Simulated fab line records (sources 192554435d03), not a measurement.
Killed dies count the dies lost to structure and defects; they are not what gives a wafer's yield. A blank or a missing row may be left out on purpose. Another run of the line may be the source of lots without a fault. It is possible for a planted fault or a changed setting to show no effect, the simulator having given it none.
What tool caused it? ; flow n5Finfet ; route of 1938 steps, sampled at 1 step: 10 lots, 29 wafers

WHAT THE GAUGES SHOWED, per wafer
N5_BEOL_M13_RS_MEAS_54: measures by four-point-probe.
lot;measured;on;M13_RS (ohm/sq)
L378;day 11 17:02;filmMetro-01;0.0444 0.0437 0.0445
L381;day 12 08:32;filmMetro-02;0.0457 0.0451 0.0454
L383;day 12 19:22;filmMetro-01;0.0453 0.0449 0.0454
L384;day 13 05:53;filmMetro-01;0.0451 0.0441 0.0447
L391;day 14 19:43;filmMetro-01;0.0445 0.0451 0.0449
L393;day 15 05:05;filmMetro-01;0.0448 0.0450
L397;day 16 04:29;filmMetro-01;0.0451 0.0433 0.0439
L395;day 16 06:11;filmMetro-01;0.0440 0.0449 0.0450
L398;day 16 09:20;filmMetro-02;0.0443 0.0453 0.0444
L400;day 16 23:10;filmMetro-02;0.0450 0.0437 0.0440

WHICH TOOL RAN EACH LOT (tool, then ch and the chambers of the sampled wafers, then the start)
No process step before these readings appears in the record.

THE ANSWER, worked out from the rows above alone
Rule: the lots themselves supply what counts as usual. Put in order of their means at a reading, lots are off if they are a third of the lots or fewer, leave a main group of 4 or more, and stand apart from it by a gap of 3 or more times the standard deviation of the main group's means; of several such gaps the widest counts. Not used: any main group whose means are identical at the precision the tables above print for the reading. Also off: a lot with no number at a reading for which 4 or more lots have one. The other lots that the step has rows for count as sound.
Nothing can be told from this: no lot is off at any reading shown.

WHAT WAS PUT IN BY THE SIMULATOR
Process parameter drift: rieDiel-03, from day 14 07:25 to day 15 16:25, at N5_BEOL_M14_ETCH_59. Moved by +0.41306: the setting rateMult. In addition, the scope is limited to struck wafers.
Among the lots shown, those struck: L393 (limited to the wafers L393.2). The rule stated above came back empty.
